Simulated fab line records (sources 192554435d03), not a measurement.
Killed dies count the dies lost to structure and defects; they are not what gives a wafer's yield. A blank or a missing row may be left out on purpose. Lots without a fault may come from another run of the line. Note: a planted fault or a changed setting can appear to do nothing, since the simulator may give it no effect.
Which tool is to blame? ; flow n5_finfet ; 24 lots, 72 wafers sampled, at 1 step of a route of 1938

== WHAT THE GAUGES READ, wafer by wafer ==
N5_ZERO_LAYER_CD_MEAS_11: target cd 2000 nm. Usual: cd_nm 2000.5 nm, standard deviation 1.5.
lot;measured;on;cd_nm (nm);flag
L074;day 1 12:47;cd_sem-03;1999.9 2001.9 1999.7;
L075;day 1 18:46;cd_sem-02;1998.9 1998.7 1996.4;
L076;day 2 00:49;cd_sem-01;2002.8 2003.9 2002.1;
L077;day 2 06:46;cd_sem-03;1998.1 2001.3 2000.2;
L078;day 2 12:38;cd_sem-03;2002.5 2000.8 2001.2;
L079;day 2 18:38;cd_sem-02;2001.5 1999.7 1997.0;
L080;day 3 00:40;cd_sem-03;1999.0 1999.7 2002.7;
L081;day 3 06:39;cd_sem-02;2001.0 2000.5 1999.7;
L082;day 3 12:46;cd_sem-02;2000.9 2000.5 2002.1;
L083;day 3 18:38;cd_sem-03;2002.6 2000.7 2000.3;
L084;day 4 00:46;cd_sem-02;2001.2 2002.2 2002.6;
L085;day 4 06:38;cd_sem-02;2000.9 2001.2 2000.1;
L086;day 4 12:46;cd_sem-02;2001.9 2002.3 2003.4;
L087;day 4 18:40;cd_sem-02;1999.0 1999.3 1999.9;
L088;day 5 00:41;cd_sem-02;1998.0 1999.2 1998.9;
L089;day 5 06:48;cd_sem-02;2001.7 2002.4 2001.0;
L090;day 5 12:47;cd_sem-03;2000.8 1998.9 2000.0;
L091;day 5 18:40;cd_sem-03;2002.0 1998.7 1998.6;
L092;day 6 00:46;cd_sem-03;1999.3 1999.2 1999.9;
L093;day 6 06:46;cd_sem-02;1999.1 2000.0 2000.2;
L094;day 6 12:47;cd_sem-03;1999.0 1998.4 1999.9;
L095;day 6 18:38;cd_sem-03;2001.2 1999.6 2001.2;
L096;day 7 00:39;cd_sem-02;2000.3 1999.9 2002.0;
L097;day 7 06:38;cd_sem-02;2002.6 2001.1 2002.2;

== TOOL THAT RAN EACH LOT (tool first, then ch and the chambers of the sampled wafers, then the start) ==
Before these readings, the record contains no process step.

== AS READ BY THE TOOLS THEMSELVES (means over the sampled wafers that have a number; for cases with no such wafer, the mark the record gives instead) ==
The record holds no such reading with a usual standard deviation.

== THE ANSWER, worked out from the rows above alone ==
Rule: take the mean of a lot's wafers that have a number; if it is more than 3 standard deviations from the usual mean, the lot is off. A lot without any number at a reading at which 4 lots or more have one is off too. Any other lot the step has rows for is counted as sound. The gauges are gone through in route order, then the tools' own readings, and for those a lot's mean is taken as printed above. The first step at which some lot is off is used, and at that step the reading that is off furthest; a lot without a number counts as furthest.
Nothing can be told from this: no lot is off at any reading shown.

== WHAT HAD BEEN PUT IN BY THE SIMULATOR ==
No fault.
